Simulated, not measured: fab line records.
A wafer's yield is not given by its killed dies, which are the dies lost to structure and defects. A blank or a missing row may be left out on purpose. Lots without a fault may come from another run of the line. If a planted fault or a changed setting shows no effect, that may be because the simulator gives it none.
One fault through the eyes of 3 desks / flow nand harc / each desk holds nothing but its own numbers, with what lay behind them at the end

## THE METROLOGY DESK
Means of the sampled wafers that have a number, per lot and without regard to the tool the lot ran on: this is what the gauges read. Marked OUT: a lot whose mean sits more than 4 standard deviations from the usual mean, which makes it out of limits; the brackets give that distance.
Columns: A = cd nm at NHARC_P_CONTACT_CD_MEAS_12, usual 89.8 nm
lot=L529; first seen here=day 5 14:01; A=90.2
lot=L530; first seen here=day 5 23:55; A=89.6
lot=L531; first seen here=day 6 00:29; A=90.9
lot=L533; first seen here=day 6 15:31; A=89.2
lot=L536; first seen here=day 7 03:52; A=88.5
lot=L535; first seen here=day 7 05:11; A=89.2
lot=L537; first seen here=day 7 14:13; A=88.8
lot=L538; first seen here=day 7 18:14; A=90.4
lot=L542; first seen here=day 8 19:44; A=90.5
lot=L543; first seen here=day 9 06:40; A=89.2
lot=L544; first seen here=day 9 12:34; A=90.7
lot=L549; first seen here=day 10 03:39; A=89.0
lot=L547; first seen here=day 10 10:20; A=89.9
lot=L550; first seen here=day 10 21:33; A=90.4
Finding of this desk: none of the 14 lots has anything out of limits.

## DESK OF THE TOOL OWNER: ald metal-04
The tool's own readings at NHARC_P_CONTACT_ALD_22 (deposits TiN, target thk 3 nm, pulse time 1 s, ald cycles 150): means of the sampled wafers that have a number, for each lot that ran on this tool. Marked OUT: a lot whose mean sits more than 4 standard deviations from the usual mean, which makes it out of limits; the brackets give that distance.
Columns: A = heater power w at NHARC_P_CONTACT_ALD_22, usual 1145 W; B = precursor pulse height rel at NHARC_P_CONTACT_ALD_22, usual 1.000
lot=L529; first seen here=day 5 16:08; A=1248; B=0.997
lot=L531; first seen here=day 6 02:32; A=1127; B=1.001
lot=L533; first seen here=day 6 17:34; A=1170; B=0.983
lot=L538; first seen here=day 7 20:17; A=1273; B=1.005
lot=L542; first seen here=day 8 21:56; A=1154; B=0.993
lot=L543; first seen here=day 9 08:45; A=1221; B=0.988
Finding of this desk: none of the 6 lots has anything out of limits.

## THE DEFECT DESK
Counts from the inspections along the route, per lot, as means over the sampled wafers that have a number. Marked OUT: a lot whose mean sits more than 4 standard deviations from the usual mean, which makes it out of limits; the brackets give that distance.
Columns: A = raw defect count at NHARC_P_GATE_INSPECT_68, usual 188
lot=L529; first seen here=day 5 12:08; A=239
lot=L530; first seen here=day 5 22:26; A=194
lot=L531; first seen here=day 5 22:36; A=168
lot=L533; first seen here=day 6 14:01; A=132
lot=L536; first seen here=day 7 02:20; A=117
lot=L535; first seen here=day 7 03:34; A=151
lot=L537; first seen here=day 7 12:05; A=182
lot=L538; first seen here=day 7 16:30; A=189
lot=L542; first seen here=day 8 18:08; A=168
lot=L543; first seen here=day 9 04:49; A=147
lot=L544; first seen here=day 9 10:43; A=160
lot=L549; first seen here=day 10 02:02; A=173
lot=L547; first seen here=day 10 08:37; A=303
lot=L550; first seen here=day 10 19:53; A=227
Finding of this desk: none of the 14 lots has anything out of limits.

## PUT TOGETHER
From the metrology desk's view, nothing was out of limits.
Nothing out of limits was seen by the tool owner's desk.
The defect desk saw nothing out of limits.

## WHAT THE SIMULATOR PUT IN
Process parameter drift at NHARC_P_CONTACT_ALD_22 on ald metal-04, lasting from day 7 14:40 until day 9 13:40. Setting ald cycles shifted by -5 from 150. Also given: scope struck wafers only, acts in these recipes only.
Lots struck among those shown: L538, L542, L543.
